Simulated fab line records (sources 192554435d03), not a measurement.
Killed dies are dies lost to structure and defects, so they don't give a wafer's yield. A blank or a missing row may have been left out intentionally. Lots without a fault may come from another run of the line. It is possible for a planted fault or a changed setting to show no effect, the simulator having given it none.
2 desks, one fault | flow n5-finfet | numbers are kept per desk, each desk with only its own; the story behind them comes last

## FROM THE METROLOGY DESK
What the gauges read, lot by lot, whatever tool the lot ran on: means of the sampled wafers that have a number. The brackets show how far a lot's mean lies from the usual mean; more than 4 standard deviations puts the lot out of limits, marked OUT. Readings shown: 7 out of 11 (the first out of limits, and those lying furthest out on some lot).
Columns: A = DIBL_P at N5_BEOL_M4_RC_MEAS_101, usual 35.9 mV/V; B = IOFF_P at N5_BEOL_M4_RC_MEAS_101, usual 0.21 nA/um; C = ION_P at N5_BEOL_M4_RC_MEAS_101, usual 463 uA/um; D = SS_N at N5_BEOL_M4_RC_MEAS_101, usual 71.6 mV/dec; E = SS_P at N5_BEOL_M4_RC_MEAS_101, usual 73.2 mV/dec; F = VT_P at N5_BEOL_M4_RC_MEAS_101, usual -250 mV; G = trench-depth-nm at N5_BEOL_M9_OCD_MEAS_38, usual 151.8 nm
lot  | first seen here | A    | B    | C   | D    | E    | F    | G
L847 | day 9 07:53     | 37.3 | 0.23 | 469 | 71.4 | 73.9 | -248 | 153.3
L856 | day 11 12:33    | 33.9 | 0.18 | 454 | 71.4 | 72.9 | -253 | 124.9 (-9.6) OUT
L857 | day 12 04:52    | 35.9 | 0.20 | 458 | 71.8 | 73.1 | -250 | 115.0 (-13) OUT
L860 | day 12 08:46    | 36.1 | 0.25 | 471 | 71.1 | 73.1 | -245 | 153.8
L861 | day 12 11:14    | 36.3 | 0.21 | 462 | 72.0 | 73.1 | -251 | 153.2
L859 | day 12 15:35    | 36.0 | 0.21 | 467 | 71.0 | 73.3 | -248 | 150.3
L865 | day 13 18:20    | 34.5 | 0.21 | 469 | 71.3 | 72.4 | -249 | 151.9
L867 | day 14 10:16    | 34.8 | 0.18 | 457 | 71.2 | 73.2 | -253 | 154.3
This desk finds L856, L857 out of limits, L856 being first, at day 13 09:52 (trench-depth-nm at N5_BEOL_M9_OCD_MEAS_38). Within limits: L847, L860, L861, L859, L865, L867.

## THE TOOL OWNER'S DESK: rie-diel-03
The tool's own readings at N5_BEOL_M9_ETCH_62 (etches SOC in N2/H2, target depth 110 nm, overetch 22 nm, time 165 s): means of the sampled wafers that have a number, for each lot that ran on this tool. The brackets show how far a lot's mean lies from the usual mean; more than 4 standard deviations puts the lot out of limits, marked OUT.
Columns: A = drypump-motor-current-A at N5_BEOL_M9_ETCH_62, usual 5.7 A; B = oes-product-au at N5_BEOL_M9_ETCH_62, usual 0.68 a.u.; C = rf-vpp-V at N5_BEOL_M9_ETCH_62, usual 524.6 V; D = showerhead-plenum-p-Torr at N5_BEOL_M9_ETCH_62, usual 2.57 Torr; E = throttle-valve-pct at N5_BEOL_M9_ETCH_62, usual 17.78 %
lot  | first seen here | A   | B    | C     | D    | E
L856 | day 13 08:25    | 5.5 | 0.72 | 523.5 | 2.54 | 17.65
L857 | day 13 20:49    | 5.5 | 0.72 | 523.5 | 2.53 | 17.65
Finding of this desk: none of the 2 lots has anything out of limits.

## BROUGHT TOGETHER
L856, L857 would have let the metrology desk raise an alarm at day 13 09:52.
The tool owner's desk saw nothing out of limits.
On record at the tool owner's desk: L856, L857, within its limits.
N5_BEOL_M9_ETCH_62 was run on rie-diel-03 by each of the lots named.

## WHAT THE SIMULATOR HAD PUT IN
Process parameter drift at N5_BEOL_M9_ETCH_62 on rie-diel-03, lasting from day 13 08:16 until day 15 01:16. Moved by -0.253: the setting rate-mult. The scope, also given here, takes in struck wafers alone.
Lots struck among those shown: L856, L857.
Hours from the fault's start to each desk's first reading out of limits: the metrology desk, 2.
